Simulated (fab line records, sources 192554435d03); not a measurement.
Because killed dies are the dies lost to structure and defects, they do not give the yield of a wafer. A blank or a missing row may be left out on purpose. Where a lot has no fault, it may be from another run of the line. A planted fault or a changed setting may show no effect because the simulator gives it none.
Matching of chambers + flow n5-finfet + uv-cure-02 running N5_BEOL_M6_CURE_75: 3 sister chambers
The step cures SiCOH lowk, time 120 s. 3 wafers are shown with their chamber, then 9 later ones without.

== EACH WAFER AND ITS CHAMBER ==
| wafer  | chamber | lamp-power-pct (%) |
|--------|---------|--------------------|
| L079.6 | 1       | 52.37              |
| L081.6 | 2       | 52.21              |
| L085.6 | 0       | 52.32              |

== WAFERS WITHOUT THEIR CHAMBER ==
| wafer  | lamp-power-pct (%) |
|--------|--------------------|
| L087.1 | 52.24              |
| L087.2 | 52.36              |
| L087.3 | 52.41              |
| L090.2 | 52.38              |
| L090.3 | 52.25              |
| L090.6 | 52.29              |
| L093.1 | 52.23              |
| L093.5 | 52.30              |
| L093.6 | 52.36              |

== WHICH CHAMBER EACH WENT THROUGH ==
| wafer  | from the rows above          | in truth                   |
|--------|------------------------------|----------------------------|
| L087.1 | can't be placed: 2 or 0      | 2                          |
| L087.2 | can't be placed: 1 or 0      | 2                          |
| L087.3 | can't be placed: 1 or 0      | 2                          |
| L090.2 | can't be placed: 1 or 0      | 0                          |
| L090.3 | can't be placed: 2 or 0      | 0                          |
| L090.6 | can't be placed: 0 or 1 or 2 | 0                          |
| L093.1 | 2                            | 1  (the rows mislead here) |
| L093.5 | can't be placed: 0 or 1      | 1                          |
| L093.6 | can't be placed: 1 or 0      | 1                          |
Correct placement for 0 of the 9. Not placeable from these rows: 8 (in 6, the candidates include the true chamber). Wrongly placed: 1.
How it was worked out, from the rows above alone: a wafer's distance from a chamber is the root of the sum, over the readings, of the square of ((its reading less the chamber's mean) divided by the reading's scatter). The wafer belongs to the nearest chamber; if the next one is less than 2 further off, it can't be placed. A chamber's mean is the mean of its shown wafers. The scatter: root of mean squared gap, hidden wafer to nearest shown wafer, with one shown wafer a chamber.
